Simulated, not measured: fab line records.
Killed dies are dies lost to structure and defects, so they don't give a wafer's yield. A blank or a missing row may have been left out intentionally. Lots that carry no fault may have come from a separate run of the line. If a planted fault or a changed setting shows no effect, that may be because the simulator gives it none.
fab line records | flow nand_harc
[record] lots = 5 wafers = 15 last_day = 29
route steps=1302 shown A_CHANNEL_HOLE_D2@593 A_CHANNEL_FILL_D2@610 END@1302
lots that met no fault: from a run of the same line without faults
start_h: hours from the record's first day to the start of the lot's first wafer shown | wait_h: time in hours since the lot's previous step | " unchanged from the row above | L1.1+2: one row covering several wafers at once | - value missing, or start not given | * or withheld: withheld | < > ~ a bound
route shown NAME@n: names a module that has steps shown in the file, with the first one's number in the route | usual: mean/standard deviation taken from wafers without a fault | same: alike in all rows | chamber/n: place in a boat | sites: per-site readings | _std_site: standard deviation of those values | _edge_site: outer sites' mean less inner sites' | radius_mm: how far each site lies from the wafer's centre | mask NAME#n: copy n | behind: tool/chamber where the wafer was last shaped | hold: why the lot went on hold/how many hours it stayed there/how the hold came to an end | device: which transistor (n, p or np) failed to switch | end of line: the same wafers' tests at the end of the route | a step with no rows: only its recipe | killed: the dies lost at the first sort to structure and to defects; this is not the yield of the wafer | map: a wafer's dies, marking killed ones x, the rest . and places with no die _
set.NAME: the run value of the setting; set.NAME@STEP: its run value at that earlier step | model.NAME: the simulator's own value behind a step, which no gauge read
lots at some steps of the route; a table a step, a row a wafer
services: from which hour (start_h, from the record's first day; less than 0 if before it) a tool's chamber was out of use, for how many hours, and why
[[steps]]
[step NHARC_A_CHANNEL_HOLE_D2_ETCH_21]
[recipe] bias_v = 3000 source_w = withheld pressure_mtorr = 20 time_s = 514.3 ar_flow_sccm = 375 c4f8_flow_sccm = 89.3 o2_flow_sccm = 35.7 temp_c = -20 target_depth_a = 16000 chemistry = C4F8/O2/Ar
[step NHARC_A_CHANNEL_HOLE_D2_ETCH_22]
[recipe] bias_v = 3000 source_w = withheld pressure_mtorr = 20 time_s = 666.7 ar_flow_sccm = 375 c4f8_flow_sccm = 89.3 o2_flow_sccm = 35.7 temp_c = -20 target_depth_a = 16000 chemistry = C4F8/O2/Ar
[step NHARC_A_CHANNEL_HOLE_D2_ETCH_23]
[recipe] bias_v = 5000 source_w = withheld pressure_mtorr = 20 time_s = 819 ar_flow_sccm = 375 c4f8_flow_sccm = 89.3 o2_flow_sccm = 35.7 temp_c = -20 target_depth_a = 16000 chemistry = C4F8/O2/Ar
[usual] drypump_motor_current_A = 5.7/0.39 o2_flow_sccm = 35.67/0.12 showerhead_plenum_p_Torr = 3.61/0.088 throttle_valve_pct = 32.154/0.01
[same] time_s = 819
// columns lot.wafer tool chamber start_h wait_h drypump_motor_current_A o2_flow_sccm rf_hours_counter_h showerhead_plenum_p_Torr throttle_valve_pct
L282.3 har_etch-01 1 305.40 0.5 6.0 35.56 - 3.62 32.142
L282.5 " 0 " " 6.2 35.89 - 3.52 32.145
L282.6 " 1 " " 6.0 35.54 - 3.62 32.184
L284.2 har_etch-01 0 329.55 0.5 6.2 35.62 166 3.51 32.146
L284.5 " 1 " " 6.0 35.80 - 3.62 32.164
L284.6 " 0 " " 6.2 35.55 - 3.51 32.134
L285.2 har_etch-02 0 344.54 0.5 5.2 35.88 390 3.71 32.147
L285.4 " 0 " " 5.2 35.66 - 3.71 32.160
L285.5 " 0 " " 5.2 35.74 - 3.71 32.165
L293.3 har_etch-02 1 412.39 0.5 5.5 35.71 - 3.70 32.150
L293.5 " 1 " " 5.5 35.77 - 3.70 32.180
L293.6 " 0 " " 5.2 35.59 - 3.70 32.143
L295.1 har_etch-01 1 437.99 0.5 6.0 35.52 239 3.58 32.149
L295.2 " 0 " " 6.2 35.71 239 3.47 32.156
L295.4 " 0 " " 6.2 35.55 - 3.48 32.142
[step NHARC_A_CHANNEL_HOLE_D2_ETCH_24]
[recipe] bias_v = 5000 source_w = withheld pressure_mtorr = 20 time_s = 906.2 ar_flow_sccm = 375 c4f8_flow_sccm = 93.8 o2_flow_sccm = 31.2 temp_c = -20 target_depth_a = 15000 chemistry = C4F8/O2/Ar
[step NHARC_A_CHANNEL_HOLE_D2_ETCH_25]
[recipe] bias_v = 5000 source_w = withheld pressure_mtorr = 20 time_s = 1040.2 ar_flow_sccm = 375 c4f8_flow_sccm = 93.8 o2_flow_sccm = 31.2 temp_c = -20 target_depth_a = 15000 chemistry = C4F8/O2/Ar
[step NHARC_A_CHANNEL_HOLE_D2_ETCH_26]
[recipe] bias_v = 300 source_w = 2000 pressure_mtorr = 30 time_s = 224.1 ar_flow_sccm = 375 c4f8_flow_sccm = 11.4 o2_flow_sccm = 113.6 temp_c = -20 target_depth_a = 3000 chemistry = C4F8/O2/Ar
[step NHARC_A_CHANNEL_HOLE_D2_ETCH_27]
[recipe] bias_v = 400 source_w = 2000 pressure_mtorr = 25 time_s = 90 ar_flow_sccm = 375 c4f8_flow_sccm = 41.7 o2_flow_sccm = 83.3 temp_c = -20 target_depth_a = 4000 chemistry = C4F8/O2/Ar
[step NHARC_A_CHANNEL_HOLE_D2_STRIP_41]
[recipe] n2_flow_sccm = 150 h2_flow_sccm = 150 ar_flow_sccm = 0 bias_w = 0 chemistry = N2/H2
[step NHARC_A_CHANNEL_HOLE_D2_STRIP_42]
[recipe] cf4_flow_sccm = 100 chf3_flow_sccm = 30 ar_flow_sccm = 0 bias_w = 0 chemistry = CF4/CHF3
[step NHARC_A_CHANNEL_HOLE_D2_STRIP_43]
[recipe] o2_flow_sccm = 400 cos_flow_sccm = 20 ar_flow_sccm = 0 bias_w = 0 chemistry = O2/COS
[step NHARC_A_CHANNEL_HOLE_D2_ETCH_44]
[recipe] target_depth_a = 1400 overetch_a = 140 time_s = 77 ion_energy_ev = 100 cf4_flow_sccm = 80 o2_flow_sccm = 20 ar_flow_sccm = 0 rf_w = 300 bias_w = 100 chemistry = CF4/O2
[step NHARC_A_CHANNEL_HOLE_D2_STRIP_28]
[recipe] o2_flow_sccm = 500 ar_flow_sccm = 0 bias_w = 0 chemistry = O2
[usual] drypump_motor_current_A = 5.6/0.46 o2_flow_sccm = 500.0/1.6 oes_product_au = 0.997/0.012 rf_vpp_V = 57.7/0.77 showerhead_plenum_p_Torr = 3.52/0.15 throttle_valve_pct = 17.037/0.0095
[same] bias_w = 0
// columns lot.wafer tool chamber start_h wait_h drypump_motor_current_A o2_flow_sccm oes_product_au rf_hours_counter_h rf_vpp_V showerhead_plenum_p_Torr throttle_valve_pct
L282.3 rie_diel-03 3 - - 5.5 501.5 0.995 1.5 57.7 3.71 17.040
L282.6 " 1 " " 5.9 500.8 0.986 - 58.0 3.38 17.034
L282.5 " 2 " " 4.8 499.1 0.995 - 58.2 3.60 17.050
L284.2 rie_diel-03 3 - - 5.5 499.4 0.998 2.4 58.0 3.71 17.031
L284.5 " 2 " " 4.8 501.5 1.005 - 58.3 3.60 17.046
L284.6 " 3 " " 5.6 497.9 0.980 - 58.5 3.71 17.015
L285.4 rie_diel-03 2 - - 4.8 500.1 1.009 3.7 57.0 3.60 17.041
L285.2 " 0 " " 6.0 498.9 0.967 3.8 57.1 3.33 17.042
L285.5 " 3 " " 5.5 498.6 0.997 - 58.0 3.71 17.038
L293.3 rie_diel-07 3 - - 5.1 500.5 1.006 5.8 59.5 3.59 17.038
L293.5 " 3 " " 5.1 500.1 1.011 - 58.1 3.59 17.044
L293.6 " 0 " " 5.9 503.2 0.982 - 57.6 3.65 17.041
L295.2 rie_diel-07 0 - - 5.9 502.9 0.998 6.4 59.2 3.65 17.038
L295.1 " 2 " " 5.2 499.6 1.003 7.6 58.0 3.70 17.040
L295.4 " 3 " " 5.1 501.3 1.023 6.8 58.2 3.59 17.027
[step NHARC_A_CHANNEL_HOLE_D2_PRECLEAN_29]
[recipe] time_s = * temp_c = 50 bath_age_min = 0 chemistry = SC1
[same] bath_age_min = 0 time_s = *
// columns lot.wafer tool chamber start_h wait_h
L282.6+3+5 wet_bench-07 0,3,5 308.99 -
L284.5+2+6 wet_bench-05 3,6,7 333.38 -
L285.4+2+5 wet_bench-01 6,7,1 348.37 -
L293.5+6+3 wet_bench-01 1,2,3 416.10 -
L295.2+4+1 wet_bench-01 7,0,1 441.93 -
[step NHARC_A_CHANNEL_HOLE_D2_SRD_30]
[step NHARC_A_CHANNEL_HOLE_D2_CD_MEAS_31]
[usual] cd_nm = 89.9/1.8
// columns lot.wafer tool chamber start_h wait_h cd_nm
L282.3 cd_sem-03 - 309.13 - 88.2
L282.5 " - " " 92.4
L282.6 " - " " 86.2
L284.2 cd_sem-01 - 333.52 - 92.1
L284.5 " - " " 88.2
L284.6 " - " " 90.3
L285.2 cd_sem-01 - 348.51 - 87.1
L285.4 " - " " 89.0
L285.5 " - " " 88.7
L293.3 cd_sem-03 - 416.24 - 92.1
L293.5 " - " " 88.9
L293.6 " - " " 94.3
L295.1 cd_sem-03 - 442.05 - 86.6
L295.2 " - " " 88.4
L295.4 " - " " 90.8
[step NHARC_A_CHANNEL_HOLE_D2_XSEM_32]
[recipe] landing_energy_ev = 35000
[usual] bot_cd_nm = 74.6/1.9 bow_nm = 8.65/0.29 tilt_deg = 0.08/0.043
// columns lot.wafer tool chamber start_h wait_h bot_cd_nm bow_nm tilt_deg
L282.3 xsem-01 0 309.22 0.1 73.0 8.48 0.08
L282.5 " 0 " " 77.2 8.49 0.08
L282.6 " 0 " " 71.3 8.50 0.08
L284.2 xsem-02 0 333.61 0.1 76.7 8.21 0.01
L284.5 " 0 " " 72.5 8.20 0.01
L284.6 " 0 " " 73.6 8.19 0.01
L285.2 xsem-01 0 348.59 0.1 72.1 9.08 0.04
L285.4 " 0 " " 73.6 9.22 0.04
L285.5 " 0 " " 72.8 9.09 0.04
L293.3 xsem-02 0 416.33 0.1 77.1 8.74 0.17
L293.5 " 0 " " 72.7 8.78 0.17
L293.6 " 0 " " 79.4 8.85 0.17
L295.1 xsem-02 0 442.15 0.1 71.5 8.47 0.04
L295.2 " 0 " " 72.4 8.57 0.04
L295.4 " 0 " " 74.9 8.58 0.04
[step NHARC_A_CHANNEL_HOLE_D2_INSPECT_40]
[usual] raw_defect_count = 266/84
// columns lot.wafer tool chamber start_h wait_h raw_defect_count
L282.3 defect_inspect-02 - 309.31 - 309
L282.5 " - " " 297
L282.6 " - " " 209
L284.2 defect_inspect-01 - 333.71 - 265
L284.5 " - " " 417
L284.6 " - " " 314
L285.2 defect_inspect-02 - 348.69 - 292
L285.4 " - " " 449
L285.5 " - " " 387
L293.3 defect_inspect-01 - 416.45 - 237
L293.5 " - " " 218
L293.6 " - " " 271
L295.1 defect_inspect-01 - 442.24 - 499
L295.2 " - " " 334
L295.4 " - " " 287
[step NHARC_A_CHANNEL_FILL_D2_PRECLEAN_00]
[recipe] time_s = * temp_c = 50 bath_age_min = 0 chemistry = SC1
[step NHARC_A_CHANNEL_FILL_D2_SRD_01]
[step NHARC_A_CHANNEL_FILL_D2_ALD_02]
[recipe] target_thk_a = 60 pulse_time_s = 10 ald_cycles = 60 temp_c = 300 material = SiO2
[step NHARC_A_CHANNEL_FILL_D2_ALD_03]
[recipe] target_thk_a = 60 pulse_time_s = 60 ald_cycles = 58 temp_c = 630 pressure_torr = 2 material = SiNx
[step NHARC_A_CHANNEL_FILL_D2_ALD_14]
[recipe] target_thk_a = 25 pulse_time_s = 10 ald_cycles = 25 temp_c = 300 material = SiO2
[usual] heater_power_w = 471/65 precursor_pulse_height_rel = 1.005/0.022
// columns lot.wafer tool chamber start_h wait_h heater_power_w precursor_pulse_height_rel
L282.3 ald_hk-01 3 314.17 0.3 449 1.051
L282.5 " 2 " " 446 0.984
L282.6 " 3 " " 445 0.999
L284.2 ald_hk-01 3 340.94 0.0 443 1.009
L284.5 " 3 " " 447 1.016
L284.6 " 0 " " 548 1.008
L285.2 ald_hk-04 1 356.20 0.9 462 0.994
L285.4 " 0 " " 452 0.985
L285.5 " 2 " " 502 0.967
L293.3 ald_hk-04 3 423.89 0.3 333 1.022
L293.5 " 0 " " 465 1.026
L293.6 " 1 " " 451 1.004
L295.1 ald_hk-01 1 447.86 0.3 535 0.943
L295.4 " 2 " " 454 0.979
L295.2 " 3 " " 445 1.042
[step NHARC_A_CHANNEL_FILL_D2_ALD_15]
[recipe] target_thk_a = 20 pulse_time_s = 60 ald_cycles = 19 temp_c = 630 pressure_torr = 2 material = SiNx
[step NHARC_A_CHANNEL_FILL_D2_ALD_16]
[recipe] target_thk_a = 15 pulse_time_s = 10 ald_cycles = 15 temp_c = 300 material = SiO2
[step NHARC_A_CHANNEL_FILL_D2_ANNEAL_17]
[recipe] temp_c = 850 time_s = 1800
[step NHARC_A_CHANNEL_FILL_D2_CVD_18]
[recipe] target_thk_a = 30 temp_c = 550 material = poly-Si
[step NHARC_A_CHANNEL_FILL_D2_ETCHBACK_19]
[recipe] target_depth_a = 50 time_s = 1.7 hbr_flow_sccm = 150 cl2_flow_sccm = 50 rf_w = 400 icp_w = 400 bias_w = 100 chemistry = HBr/Cl2
[usual] bias_w = 100.03/0.29 drypump_motor_current_A = 5.9/0.49 oes_product_au = 1.000/0.013 throttle_valve_pct = 26.406/0.0093
[same] time_s = 1.7
// columns lot.wafer tool chamber start_h wait_h bias_w drypump_motor_current_A oes_product_au rf_hours_counter_h throttle_valve_pct
L282.3 rie_si-04 1 328.29 0.4 100.13 5.9 1.020 1.0 26.421
L282.5 " 0 " " 100.13 6.8 1.007 - 26.408
L282.6 " 1 " " 100.35 5.9 1.020 - 26.398
L284.2 rie_si-01 2 359.95 0.4 100.14 6.7 1.001 1.0 26.421
L284.6 " 2 " " 99.78 6.6 1.008 - 26.412
L284.5 " 3 " " 99.89 6.2 1.003 - 26.397
L285.2 rie_si-06 2 373.01 0.4 99.98 5.5 1.015 0.7 26.403
L285.4 " 0 " " 100.02 6.0 0.983 0.6 26.410
L285.5 " 1 " " 100.19 6.0 0.993 - 26.406
L293.3 rie_si-01 2 440.48 0.4 99.79 6.6 0.990 0.4 26.396
L293.5 " 0 " " 99.82 6.1 1.007 - 26.402
L293.6 " 1 " " 99.64 6.1 0.996 - 26.413
L295.4 rie_si-06 2 464.64 0.4 100.11 5.6 1.017 0.1 26.407
L295.1 " 3 " " 100.64 5.4 0.998 0.1 26.393
L295.2 " 0 " " 99.85 6.0 0.998 0.1 26.405
[step NHARC_A_CHANNEL_FILL_D2_ETCHBACK_20]
[recipe] target_depth_a = 270 time_s = 13.5 c4f8_flow_sccm = withheld o2_flow_sccm = 8 ar_flow_sccm = withheld rf_w = 600 bias_w = 1500 chemistry = C4F8/O2/Ar
[step NHARC_A_CHANNEL_FILL_D2_STRIP_28]
[recipe] time_s = 20 o2_flow_sccm = 500 ar_flow_sccm = 0 bias_w = 0 chemistry = O2
[step NHARC_A_CHANNEL_FILL_D2_PRECLEAN_21]
[recipe] time_s = 30 chemistry = dHF
[step NHARC_A_CHANNEL_FILL_D2_SRD_23]
[step NHARC_A_CHANNEL_FILL_D2_CVD_05]
[recipe] target_thk_a = 50 temp_c = 550 material = poly-Si
[step NHARC_A_CHANNEL_FILL_D2_ANNEAL_22]
[recipe] temp_c = 620 time_s = 7200
[step NHARC_A_CHANNEL_FILL_D2_THK_MEAS_06]
[recipe] thk_meas_gauge = ellipsometry
[usual] thk_nm = 5.1/0.95
// columns lot.wafer tool chamber start_h wait_h thk_nm
L282.3 film_metro-01 - 341.51 0.4 4.8
L282.5 " - " " 6.2
L282.6 " - " " 5.4
L284.2 film_metro-01 - 373.49 0.4 6.2
L284.5 " - " " 2.5
L284.6 " - " " 6.6
L285.2 film_metro-01 - 385.17 0.4 3.9
L285.4 " - " " 7.1
L285.5 " - " " 4.8
L293.3 film_metro-02 - 452.50 0.4 4.5
L293.5 " - " " 5.3
L293.6 " - " " 4.6
L295.1 film_metro-01 - 475.99 0.4 5.3
L295.2 " - " " 5.4
L295.4 " - " " 5.3
[step NHARC_A_CHANNEL_FILL_D2_ALD_25]
[recipe] target_thk_a = 600 pulse_time_s = 10 ald_cycles = 600 temp_c = 300 material = SiOx
[step NHARC_A_CHANNEL_FILL_D2_ETCHBACK_08]
[recipe] target_depth_a = 2200 time_s = 110 c4f8_flow_sccm = 20 ar_flow_sccm = withheld rf_w = 600 bias_w = 300 chemistry = C4F8
[step NHARC_A_CHANNEL_FILL_D2_STRIP_29]
[recipe] time_s = 20 o2_flow_sccm = 500 ar_flow_sccm = 0 bias_w = 0 chemistry = O2
[step NHARC_A_CHANNEL_FILL_D2_PRECLEAN_30]
[recipe] time_s = 30 chemistry = dHF
[step NHARC_A_CHANNEL_FILL_D2_SRD_31]
[step NHARC_A_CHANNEL_FILL_D2_CVD_09]
[recipe] target_thk_a = 1500 temp_c = 620 pressure_mtorr = 200 time_s = 3000 material = poly-Si
[step NHARC_A_CHANNEL_FILL_D2_CMP_10]
[recipe] target_thk_nm = 150
[step NHARC_END_SORT_01]
[recipe] temp_c = 25
[usual] killed_at_array = 52/19 killed_at_other = 0.9/1.3 killed_at_periphery = 4/3.1 killed_dies = 57/18 killed_open = 3.2/1.7 killed_short = 2.3/1.4
[same] gross_dies = 677
// columns lot.wafer tool chamber start_h wait_h killed_at_array killed_at_other killed_at_periphery killed_dies killed_open killed_short
L282.3 prober-01 0 578.12 3.1 68 0 6 74 7 4
L282.5 prober-01 0 579.71 3.7 61 0 5 66 8 4
L282.6 prober-01 0 580.50 4.0 75 0 2 77 4 1
L284.2 prober-01 0 604.52 2.8 53 0 6 59 2 3
L284.5 prober-01 0 606.92 3.7 61 4 8 73 5 2
L284.6 prober-01 0 607.72 4.0 53 2 9 64 2 1
L285.2 prober-02 0 612.26 2.8 74 1 5 80 6 1
L285.4 prober-02 0 613.88 3.4 87 0 2 89 5 0
L285.5 prober-02 0 614.68 3.7 105 0 2 107 5 2
L293.3 prober-02 0 674.01 3.1 22 0 4 26 3 2
L293.5 prober-02 0 675.61 3.7 14 1 0 15 1 2
L295.1 prober-02 0 695.15 2.5 133 1 4 138 3 0
// killed by level:class
L282.3 A_CHANNEL_HOLE_D1:chamber_film_flake=32 A_SLIT:chamber_film_flake=11 A_CHANNEL_HOLE_D2:chamber_film_flake=8 A_CONTACT:chamber_film_flake=3 A_BONDPAD:chamber_film_flake=3 P_BONDPAD:chamber_film_flake=2 P_STI:geometric_particle:short=1 P_CONTACT:geometric_particle:open=1
L282.5 A_CHANNEL_HOLE_D1:chamber_film_flake=34 A_SLIT:chamber_film_flake=11 A_M0:geometric_particle:open=3 A_CONTACT:chamber_film_flake=2 A_BONDPAD:chamber_film_flake=2 P_CONTACT:geometric_particle:short=1 P_M1:geometric_particle:open=1 A_ONON_D1:geometric_particle:short=1
L282.6 A_CHANNEL_HOLE_D1:chamber_film_flake=34 A_SLIT:chamber_film_flake=24 A_CHANNEL_HOLE_D2:chamber_film_flake=5 A_BONDPAD:chamber_film_flake=3 A_CONTACT:chamber_film_flake=2 A_ONON_D1:geometric_particle:open=1 A_CHANNEL_FILL_D1:geometric_particle:open=1 A_DECK1_JOINT:geometric_particle:short=1
L284.2 A_CHANNEL_HOLE_D1:chamber_film_flake=38 A_CHANNEL_HOLE_D2:chamber_film_flake=7 A_CONTACT:chamber_film_flake=4 P_GATE:chamber_film_flake=3 A_SLIT:chamber_film_flake=2 P_CONTACT:geometric_particle:short=1 P_CONTACT:geometric_particle:open=1 P_M0:geometric_particle:open=1
L284.5 A_CHANNEL_HOLE_D1:chamber_film_flake=39 A_CHANNEL_HOLE_D2:chamber_film_flake=9 A_CONTACT:chamber_film_flake=6 P_GATE:chamber_film_flake=4 THIN_TSV:chamber_film_flake=4 P_ZERO_WELL:chamber_film_flake=2 P_GATE:geometric_particle:short=1 P_M1:geometric_particle:open=1
L284.6 A_CHANNEL_HOLE_D1:chamber_film_flake=41 P_GATE:chamber_film_flake=7 A_CHANNEL_HOLE_D2:chamber_film_flake=6 A_CONTACT:chamber_film_flake=3 P_CONTACT:geometric_particle:open=2 THIN_TSV:chamber_film_flake=2 A_WL_FILL:geometric_particle:short=1 A_ZERO_WELL:chamber_film_flake=1
L285.2 A_SLIT:chamber_film_flake=23 A_CHANNEL_HOLE_D2:chamber_film_flake=22 A_CHANNEL_HOLE_D1:chamber_film_flake=20 A_CONTACT:chamber_film_flake=3 P_GATE:geometric_particle:open=2 P_CONTACT:geometric_particle:open=1 P_M2:geometric_particle:open=1 A_ONON_D1:geometric_particle:short=1
L285.4 A_SLIT:chamber_film_flake=27 A_CHANNEL_HOLE_D2:chamber_film_flake=22 A_CHANNEL_HOLE_D1:chamber_film_flake=19 A_CONTACT:chamber_film_flake=11 P_CONTACT:geometric_particle:open=2 A_CHANNEL_FILL_D2:chamber_film_flake=2 A_STAIRCASE:chamber_film_flake=2 A_DECK1_JOINT:geometric_particle:open=1
L285.5 A_CHANNEL_HOLE_D1:chamber_film_flake=35 A_CHANNEL_HOLE_D2:chamber_film_flake=31 A_SLIT:chamber_film_flake=30 A_CONTACT:chamber_film_flake=4 P_M0:geometric_particle:open=2 A_M0:geometric_particle:open=2 A_SOURCE_PLATE:geometric_particle:short=1 A_CHANNEL_HOLE_D1:geometric_particle:short=1
L293.3 A_CHANNEL_HOLE_D1:chamber_film_flake=5 A_CONTACT:chamber_film_flake=3 P_GATE:chamber_film_flake=2 A_STAIRCASE:chamber_film_flake=2 A_SLIT:chamber_film_flake=2 A_WL_FILL:chamber_film_flake=2 A_M0:chamber_film_flake=2 A_CHANNEL_HOLE_D2:geometric_particle:open=1
L293.5 A_CHANNEL_HOLE_D1:chamber_film_flake=3 A_STAIRCASE:chamber_film_flake=2 A_SLIT:chamber_film_flake=2 A_WL_FILL:chamber_film_flake=2 A_SOURCE_PLATE:geometric_particle:short=1 A_ONON_D1:geometric_particle:open=1 A_CHANNEL_FILL_D1:geometric_particle:short=1 THIN_TSV:chamber_film_flake=1
L295.1 A_CHANNEL_HOLE_D2:unspecified=74 A_CHANNEL_HOLE_D2:chamber_film_flake=24 A_SLIT:chamber_film_flake=13 A_CONTACT:chamber_film_flake=10 A_WL_FILL:chamber_film_flake=3 A_STAIRCASE:chamber_film_flake=3 P_GATE:chamber_film_flake=2 P_GATE:geometric_particle:open=1
// map L295.1 (x killed, . not)
____________.____________
_________......._________
_______..........._______
______.............______
_____..............._____
____..............x..____
____...x..x..........____
___...................___
___..............xx.x.___
__.........x.....x.xxx.__
__........xx.....xxxxxx__
_x......x.xx...xxxxxxx.x_
_...........x....xxxxxxx_
_...........x.x.xxxxxxx._
_...............xxxxxxxx_
_............xxxxxxxxxxx_
...........x..x.xxxxxxx..
............xxxx.xxxxxx..
x.........x.xxx.xxxx.x.x.
............xxxxx.x..x.x.
x...........x...x...x....
_x.........x.....x......_
_x......................_
_xx..........x.........._
_xxxx.................x._
_xxx...................._
__x...............x....__
__xx........xx.........__
___............x......___
___.................x.___
____..x..............____
____...............x.____
_____..xx..........._____
______....x........______
_______.x........._______
_________......._________
____________.____________
// map L285.5 (x killed, . not)
____________.____________
_________......._________
_______..........._______
______.............______
_____..............._____
____.....x...x.......____
____.................____
___...................___
___......x............___
__.....................__
__.....................__
_......................._
_.x....................._
_......................._
_........x.xxx.........._
_...........xxx........._
.........xx...xxx........
.x...........xxx.........
.........xxx.xx.....x....
..........x..xxx..xxxxx..
...........xx..xxx.xxxx..
_...........xxx...xxxxxx_
_............xxx..xxxxx._
_...........x......xxxx._
_.............x..x.x..x._
_.........x.xx..x......._
__.........x..x...xx.x.__
__........x.xxxx....x..__
___.........x.xx...x..___
___.......xxxxx.x.....___
____...x.xxxx..x.....____
____.......xx........____
_____....x.xxx......_____
______.............______
_______..........._______
_________......._________
____________.____________
[[services]]
// columns tool chamber start_h hours kind
wet_bench-01 0 285.60 - consumable_replace:bath
wet_bench-01 0 285.60 - consumable_replace:filter
wet_bench-01 1 285.60 - consumable_replace:bath
rie_diel-07 - 294.20 9.0 pm
ald_hk-04 - 298.21 4.2 repair
ald_hk-01 - 304.14 10.0 pm
ald_hk-04 - 335.54 0.5 repair
rie_si-04 - 342.00 9.0 pm
rie_diel-07 0 362.16 15.3 repair
rie_diel-03 0 367.00 16.4 repair
rie_si-01 - 370.00 9.0 pm
xsem-01 - 374.00 14.0 pm
har_etch-02 - 377.23 17.0 pm
rie_si-04 1 379.62 8.7 repair
rie_si-06 2 382.44 6.8 repair
rie_si-06 - 386.05 1.4 repair
rie_diel-07 1 392.29 2.6 repair
rie_diel-03 3 398.97 10.2 repair
rie_si-01 - 417.67 0.6 repair
rie_si-06 - 426.00 9.0 pm
ald_hk-04 - 437.30 10.0 pm
wet_bench-07 - 453.12 8.0 pm
wet_bench-01 - 453.60 8.0 pm
rie_diel-03 - 458.30 9.0 pm
[[key]]
[first_sign] step = NHARC_END_SORT_01 reading = killed_dies direction = up sigmas = 4.4 usual = 57 struck = 138
[effect] step = NHARC_END_SORT_01 reading = killed_at_array direction = up sigmas = 4.3 usual = 52 struck = 133
[more_kills_born_at] NHARC_A_CHANNEL_HOLE_D2_PRECLEAN_29@wet_bench-01 = 74
met_at NHARC_A_CHANNEL_HOLE_D2_PRECLEAN_29
struck_wafers L295.1
tester_left_out L295
onset_between 416.10 441.93
[fault] kind = chamber_particle_source tool = wet_bench-01 chamber = 1 onset_h = 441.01 steps = NHARC_A_CHANNEL_HOLE_D2_PRECLEAN_29 rate_per_visit_cm2 = 0.40985 end_h = 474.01
// tester_left_out: of these lots the tester's yield and bins aren't shown, on N5 and GAA mostly nor the transistor test; their killed dies are dies lost to structure and defects alone, not to doping, threshold or leakage, so they don't give the yield
